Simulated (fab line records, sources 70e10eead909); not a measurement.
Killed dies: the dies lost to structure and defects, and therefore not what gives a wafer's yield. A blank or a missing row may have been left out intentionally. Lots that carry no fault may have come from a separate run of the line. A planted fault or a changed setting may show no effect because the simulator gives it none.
Which tool did it?	flow nand_harc	24 lots, 72 wafers sampled, at 6 steps of a route of 1302

WHAT EACH GAUGE READ, for each wafer
The record lacks any reading of a measuring or inspecting step that a usual standard deviation could be used to judge.

WHAT TOOL EACH LOT RAN ON (gives the tool, then ch and the chambers of the sampled wafers, and finally the start)
lot	NHARC_A_CHANNEL_FILL_D1_ALD_15	NHARC_A_CHANNEL_FILL_D1_ALD_16	NHARC_A_CHANNEL_HOLE_D2_DEP_01	NHARC_A_CHANNEL_HOLE_D2_DESCUM_15	NHARC_A_CHANNEL_HOLE_D2_ETCH_22	NHARC_A_CHANNEL_HOLE_D2_STRIP_28
L074	ald_sin_batch-03 ch 0, day 9 10:05 or earlier	ald_hk-02 ch 0,2, day 9 10:05	pecvd-04 ch 1,2, day 13 08:47	rie_diel-05 ch 0,2, day 13 09:34	har_etch-02 ch 0,1, day 13 11:37	rie_diel-05 ch 2,3, no start
L075	ald_sin_batch-01 ch 0, day 9 14:15 or earlier	ald_hk-02 ch 0,1,3, day 9 14:15	pecvd-04 ch 0,1, day 13 09:33	rie_diel-03 ch 0,1,3, day 13 10:20	har_etch-01 ch 0,1, day 13 12:22	rie_diel-07 ch 0,1,2, no start
L076	ald_sin_batch-02 ch 0, day 10 04:54 or earlier	ald_hk-04 ch 0,1,2, day 10 04:54	pecvd-02 ch 1,2, day 14 08:55	rie_diel-05 ch 2,3, day 14 09:49	har_etch-01 ch 0,1, day 14 11:53	rie_diel-03 ch 0,1,2, no start
L077	ald_sin_batch-02 ch 0, day 11 00:02 or earlier	ald_hk-04 ch 0,2,3, day 11 00:02	pecvd-04 ch 1,2, day 14 17:52	rie_diel-03 ch 2,3, day 14 18:44	har_etch-01 ch 0,1, day 15 00:37	rie_diel-07 ch 0,2, day 15 04:47
L078	ald_sin_batch-02 ch 0, day 10 23:59 or earlier	ald_hk-01 ch 0,2,3, day 10 23:59	pecvd-04 ch 0,2, day 14 17:05	rie_diel-05 ch 0,1,2, day 14 17:59	har_etch-01 ch 0,1, day 14 20:22	rie_diel-05 ch 1,2,3, no start
L079	ald_sin_batch-02 ch 0, day 11 04:07 or earlier	ald_hk-02 ch 0,3, day 11 04:07	pecvd-01 ch 0,1,2, day 14 17:13	rie_diel-07 ch 1,2, day 14 18:09	har_etch-02 ch 0,1, day 14 20:43	rie_diel-07 ch 0,2, day 15 00:48
L080	ald_sin_batch-01 ch 0, day 11 19:51 or earlier	ald_hk-01 ch 1,2, day 11 19:51	pecvd-02 ch 0,1,2, day 15 13:00	rie_diel-05 ch 0,1,2, day 15 13:54	har_etch-02 ch 0,1, day 15 18:28	rie_diel-05 ch 0,1, no start
L081	ald_sin_batch-03 ch 0, day 12 06:17 or earlier	ald_hk-02 ch 1,2, day 12 06:17	pecvd-04 ch 0,1, day 15 22:01	rie_diel-07 ch 0,1,3, day 15 22:56	har_etch-02 ch 0,1, day 16 01:10	rie_diel-05 ch 1,3, no start
L082	ald_sin_batch-01 ch 0, day 12 20:45 or earlier	ald_hk-01 ch 1,2,3, day 12 20:45	pecvd-01 ch 0,1, day 16 10:10	rie_diel-07 ch 0,2,3, day 16 11:06	har_etch-02 ch 0,1, day 16 13:35	rie_diel-03 ch 0,1,3, no start
L083	ald_sin_batch-01 ch 0, day 12 20:42 or earlier	ald_hk-04 ch 1,2,3, day 12 20:42	pecvd-04 ch 0,1,2, day 16 09:40	rie_diel-05 ch 0,1,2, day 16 10:35	har_etch-01 ch 0,1, day 16 12:54	rie_diel-05 ch 1,2,3, no start
L084	ald_sin_batch-02 ch 0, day 13 10:47 or earlier	ald_hk-02 ch 0,2,3, day 13 10:47	pecvd-01 ch 1,2, day 17 06:39	rie_diel-07 ch 0,2, day 17 07:34	har_etch-01 ch 0,1, day 17 10:29	rie_diel-07 ch 1,2, no start
L085	ald_sin_batch-01 ch 0, day 14 09:06 or earlier	ald_hk-02 ch 0,1,2, day 14 09:06	pecvd-04 ch 0,1,2, day 18 01:04	rie_diel-07 ch 0,1,3, day 18 01:54	har_etch-02 ch 0,1, day 18 04:08	rie_diel-03 ch 0,2,3, no start
L086	ald_sin_batch-03 ch 0, day 14 14:23 or earlier	ald_hk-04 ch 1,2,3, day 14 14:23	pecvd-01 ch 1,2, day 18 09:18	rie_diel-07 ch 0,1, day 18 10:04	har_etch-02 ch 0,1, day 18 12:14	rie_diel-07 ch 1,2, no start
L087	ald_sin_batch-01 ch 0, day 14 19:32 or earlier	ald_hk-04 ch 0,2,3, day 14 19:32	pecvd-04 ch 0,1,2, day 18 14:55	rie_diel-03 ch 0,1,3, day 18 15:52	har_etch-02 ch 0, day 18 18:05	rie_diel-05 ch 0,1,3, no start
L088	ald_sin_batch-02 ch 0, day 15 09:11 or earlier	ald_hk-01 ch 1,2, day 15 09:11	pecvd-04 ch 0,1,2, day 19 10:49	rie_diel-03 ch 0,1,3, day 19 11:43	har_etch-02 ch 0,1, day 19 17:50	rie_diel-03 ch 1,3, no start
L089	ald_sin_batch-02 ch 0, day 15 09:11 or earlier	ald_hk-04 ch 2,3, day 15 09:11	pecvd-02 ch 1,2, day 19 10:39	rie_diel-07 ch 1,2, day 19 11:26	har_etch-02 ch 0,1, day 19 13:40	rie_diel-05 ch 0,2,3, no start
L090	ald_sin_batch-02 ch 0, day 16 04:08 or earlier	ald_hk-01 ch 0,1,2, day 16 04:08	pecvd-02 ch 0,2, day 19 21:57	rie_diel-03 ch 1,3, day 19 22:51	har_etch-02 ch 0,1, day 20 02:50	rie_diel-07 ch 0,1,2, no start
L091	ald_sin_batch-02 ch 0, day 16 04:08 or earlier	ald_hk-04 ch 0,1,3, day 16 04:08	pecvd-01 ch 1,2, day 19 21:56	rie_diel-07 ch 0,2, day 19 22:40	har_etch-01 ch 0,1, day 20 00:42	rie_diel-05 ch 1,2,3, no start
L092	ald_sin_batch-01 ch 0, day 16 19:07 or earlier	ald_hk-04 ch 1,2,3, day 16 19:07	pecvd-04 ch 0,1, day 20 10:10	rie_diel-05 ch 0,1,2, day 20 11:05	har_etch-02 ch 0,1, day 20 13:19	rie_diel-03 ch 0,2, no start
L093	ald_sin_batch-02 ch 0, day 17 02:20 or earlier	ald_hk-02 ch 0,2,3, day 17 02:20	pecvd-04 ch 0,2, day 20 15:46	rie_diel-05 ch 0,2,3, day 20 16:38	har_etch-01 ch 0,1, day 20 18:48	rie_diel-03 ch 0,2, no start
L094	ald_sin_batch-03 ch 0, day 17 23:37 or earlier	ald_hk-02 ch 0,3, day 17 23:37	pecvd-04 ch 0,1,2, day 21 11:37	rie_diel-05 ch 0,1,3, day 21 12:28	har_etch-02 ch 0,1, day 21 14:52	rie_diel-05 ch 2,3, no start
L095	ald_sin_batch-01 ch 0, day 18 12:37 or earlier	ald_hk-02 ch 2,3, day 18 12:37	pecvd-04 ch 0,2, day 22 02:06	rie_diel-03 ch 1,2, day 22 02:52	har_etch-02 ch 0,1, day 22 07:58	rie_diel-03 ch 1,3, no start
L096	ald_sin_batch-01 ch 0, day 18 12:28 or earlier	ald_hk-02 ch 0,2, day 18 12:28	pecvd-04 ch 0,1,2, day 22 02:18	rie_diel-07 ch 1,3, day 22 03:10	har_etch-01 ch 0,1, day 22 11:31	rie_diel-05 ch 0,1,3, no start
L097	ald_sin_batch-03 ch 0, day 18 21:56	ald_hk-01 ch 0,3, day 18 23:59	pecvd-04 ch 0,1, day 23 07:04	rie_diel-05 ch 1,2, day 23 07:49	har_etch-01 ch 0,1, day 23 10:08	rie_diel-07 ch 1,2,3, no start
- NHARC_A_CHANNEL_FILL_D1_ALD_15: deposits SiNx, target thk 2 nm, pulse time 60 s, ald cycles 19.
- NHARC_A_CHANNEL_FILL_D1_ALD_16: deposits SiO2, target thk 1.5 nm, pulse time 10 s, ald cycles 15.
- NHARC_A_CHANNEL_HOLE_D2_DEP_01: deposits SiON, target thk 140 nm.
- NHARC_A_CHANNEL_HOLE_D2_DESCUM_15: chemistry O2, time 3 s.
- NHARC_A_CHANNEL_HOLE_D2_ETCH_22: etches the open film in C4F8/O2/Ar, time 666.7 s, target depth 1600 nm.
- NHARC_A_CHANNEL_HOLE_D2_STRIP_28: strips in O2.

WHAT THE TOOLS THEMSELVES READ (means of the sampled wafers that have a number; where no wafer has one, the mark that the record gives instead)
NHARC_A_CHANNEL_FILL_D1_ALD_15.
lot	tool	precursor_pulse_height_rel
L074	ald_sin_batch-03	1.012
L075	ald_sin_batch-01	1.012
L076	ald_sin_batch-02	1.002
L077	ald_sin_batch-02	1.010
L078	ald_sin_batch-02	1.040
L079	ald_sin_batch-02	0.997
L080	ald_sin_batch-01	0.993
L081	ald_sin_batch-03	1.005
L082	ald_sin_batch-01	1.014
L083	ald_sin_batch-01	0.976
L084	ald_sin_batch-02	0.995
L085	ald_sin_batch-01	1.007
L086	ald_sin_batch-03	0.994
L087	ald_sin_batch-01	0.993
L088	ald_sin_batch-02	0.998
L089	ald_sin_batch-02	1.011
L090	ald_sin_batch-02	0.989
L091	ald_sin_batch-02	1.001
L092	ald_sin_batch-01	1.010
L093	ald_sin_batch-02	0.987
L094	ald_sin_batch-03	1.010
L095	ald_sin_batch-01	0.994
L096	ald_sin_batch-01	1.000
L097	ald_sin_batch-03	1.013

NHARC_A_CHANNEL_FILL_D1_ALD_16.
lot	tool	heater_power_w (W)	precursor_pulse_height_rel
L074	ald_hk-02	455	0.981
L075	ald_hk-02	424	0.999
L076	ald_hk-04	456	1.006
L077	ald_hk-04	451	1.011
L078	ald_hk-01	468	0.999
L079	ald_hk-02	423	0.996
L080	ald_hk-01	459	0.996
L081	ald_hk-02	459	0.975
L082	ald_hk-01	490	0.985
L083	ald_hk-04	443	0.980
L084	ald_hk-02	425	1.017
L085	ald_hk-02	457	0.984
L086	ald_hk-04	442	1.014
L087	ald_hk-04	429	1.007
L088	ald_hk-01	476	1.003
L089	ald_hk-04	419	1.003
L090	ald_hk-01	460	1.012
L091	ald_hk-04	453	0.990
L092	ald_hk-04	445	1.000
L093	ald_hk-02	434	1.003
L094	ald_hk-02	437	1.010
L095	ald_hk-02	437	1.016
L096	ald_hk-02	478	1.001
L097	ald_hk-01	482	1.009

NHARC_A_CHANNEL_HOLE_D2_DEP_01.
lot	tool	heater_power_w (W)	rf_fwd_power_W (W)
L074	pecvd-04	879	347.5
L075	pecvd-04	684	347.6
L076	pecvd-02	786	347.7
L077	pecvd-04	875	348.7
L078	pecvd-04	842	348.8
L079	pecvd-01	798	348.4
L080	pecvd-02	833	347.7
L081	pecvd-04	765	348.5
L082	pecvd-01	903	348.0
L083	pecvd-04	807	347.9
L084	pecvd-01	871	348.5
L085	pecvd-04	838	348.7
L086	pecvd-01	775	348.5
L087	pecvd-04	761	348.8
L088	pecvd-04	850	348.2
L089	pecvd-02	785	349.1
L090	pecvd-02	941	347.7
L091	pecvd-01	861	348.1
L092	pecvd-04	674	347.5
L093	pecvd-04	829	349.0
L094	pecvd-04	760	348.1
L095	pecvd-04	797	348.9
L096	pecvd-04	752	348.4
L097	pecvd-04	715	348.6

NHARC_A_CHANNEL_HOLE_D2_DESCUM_15.
lot	tool	drypump_motor_current_A (A)	oes_product_au (a.u.)	rf_vpp_V (V)	showerhead_plenum_p_Torr (Torr)	throttle_valve_pct (%)
L074	rie_diel-05	5.5	1.004	57.3	1.83	11.327
L075	rie_diel-03	5.8	1.007	57.7	1.94	11.314
L076	rie_diel-05	5.4	0.997	57.7	1.89	11.307
L077	rie_diel-03	5.8	1.004	58.0	1.98	11.311
L078	rie_diel-05	5.6	1.008	57.1	1.84	11.307
L079	rie_diel-07	6.4	1.009	57.6	1.90	11.315
L080	rie_diel-05	5.6	1.003	57.3	1.84	11.315
L081	rie_diel-07	6.0	1.000	58.0	1.86	11.310
L082	rie_diel-07	6.0	1.008	57.0	1.90	11.305
L083	rie_diel-05	5.6	1.002	56.8	1.83	11.312
L084	rie_diel-07	6.0	0.998	57.8	1.90	11.308
L085	rie_diel-07	6.0	0.998	57.4	1.86	11.306
L086	rie_diel-07	6.2	0.995	57.3	1.86	11.316
L087	rie_diel-03	5.8	1.007	58.0	1.93	11.320
L088	rie_diel-03	5.8	1.005	57.3	1.93	11.314
L089	rie_diel-07	6.5	0.997	57.9	1.93	11.302
L090	rie_diel-03	5.9	1.015	59.0	1.99	11.309
L091	rie_diel-07	6.0	1.017	56.8	1.89	11.314
L092	rie_diel-05	5.6	0.993	57.4	1.83	11.309
L093	rie_diel-05	5.3	0.997	57.4	1.86	11.318
L094	rie_diel-05	5.4	0.989	57.4	1.86	11.329
L095	rie_diel-03	5.7	1.006	57.8	1.95	11.306
L096	rie_diel-07	6.2	1.001	57.8	1.86	11.309
L097	rie_diel-05	5.9	1.011	56.4	1.84	11.304

NHARC_A_CHANNEL_HOLE_D2_ETCH_22.
lot	tool	drypump_motor_current_A (A)	showerhead_plenum_p_Torr (Torr)	throttle_valve_pct (%)
L074	har_etch-02	5.7	3.57	32.146
L075	har_etch-01	5.7	3.69	32.153
L076	har_etch-01	5.6	3.69	32.154
L077	har_etch-01	5.7	3.68	32.162
L078	har_etch-01	5.6	3.68	32.163
L079	har_etch-02	5.8	3.52	32.151
L080	har_etch-02	5.7	3.55	32.152
L081	har_etch-02	5.7	3.55	32.140
L082	har_etch-02	5.8	3.50	32.157
L083	har_etch-01	5.9	3.67	32.150
L084	har_etch-01	5.9	3.66	32.158
L085	har_etch-02	5.8	3.93	32.166
L086	har_etch-02	5.7	3.92	32.157
L087	har_etch-02	5.9	3.92	32.160
L088	har_etch-02	5.7	3.92	32.164
L089	har_etch-02	5.7	3.92	32.165
L090	har_etch-02	5.7	3.91	32.158
L091	har_etch-01	5.9	3.64	32.154
L092	har_etch-02	5.8	3.91	32.159
L093	har_etch-01	5.9	3.64	32.139
L094	har_etch-02	5.7	3.90	32.159
L095	har_etch-02	5.7	3.89	32.168
L096	har_etch-01	5.9	3.62	32.158
L097	har_etch-01	5.9	3.62	32.148

NHARC_A_CHANNEL_HOLE_D2_STRIP_28.
lot	tool	drypump_motor_current_A (A)	oes_product_au (a.u.)	rf_vpp_V (V)	showerhead_plenum_p_Torr (Torr)	throttle_valve_pct (%)
L074	rie_diel-05	5.3	0.994	57.5	3.49	17.036
L075	rie_diel-07	6.2	1.003	57.9	3.50	17.037
L076	rie_diel-03	5.8	1.004	57.8	3.54	17.034
L077	rie_diel-07	6.0	1.005	58.1	3.50	17.038
L078	rie_diel-05	5.7	0.989	56.4	3.45	17.037
L079	rie_diel-07	6.2	1.011	57.5	3.57	17.028
L080	rie_diel-05	5.4	0.999	57.6	3.40	17.034
L081	rie_diel-05	5.5	0.997	57.4	3.50	17.035
L082	rie_diel-03	5.9	1.016	58.2	3.56	17.042
L083	rie_diel-05	5.7	0.993	57.4	3.45	17.039
L084	rie_diel-07	6.4	1.005	57.0	3.50	17.038
L085	rie_diel-03	5.8	1.010	57.3	3.58	17.039
L086	rie_diel-07	6.4	0.999	58.2	3.50	17.034
L087	rie_diel-05	5.4	0.992	57.5	3.45	17.041
L088	rie_diel-03	5.8	1.003	58.7	3.61	17.034
L089	rie_diel-05	5.4	0.985	57.4	3.43	17.031
L090	rie_diel-07	6.2	1.003	57.8	3.49	17.036
L091	rie_diel-05	5.6	1.000	56.7	3.45	17.033
L092	rie_diel-03	5.8	1.013	57.9	3.48	17.032
L093	rie_diel-03	5.9	1.021	57.9	3.48	17.038
L094	rie_diel-05	5.6	1.002	56.8	3.43	17.038
L095	rie_diel-03	5.8	0.991	58.4	3.61	17.039
L096	rie_diel-05	5.4	0.999	56.7	3.44	17.036
L097	rie_diel-07	6.2	1.006	57.4	3.50	17.048

THE ANSWER, worked out from the rows above alone
Rule: usual is defined by the lots themselves. Put in order of their means at a reading, lots are off if they are a third of the lots or fewer, leave a main group of 4 or more, and stand apart from it by a gap of 3 or more times the standard deviation of the main group's means; of several such gaps the widest counts. A main group whose means are all the same, to the digits that the tables above print for the reading, isn't used. Also off: a lot with no number at a reading for which 4 or more lots have one. The other lots that the step has rows for count as sound. Order of review: gauges by route order, followed by the tools' own readings, for which a lot's mean as printed above is used. The first step at which some lot is off is used, and at that step the reading that is off furthest; a lot without a number counts as furthest.
None of the lots is off at any reading shown; this tells nothing.

WHAT HAD BEEN PUT IN BY THE SIMULATOR
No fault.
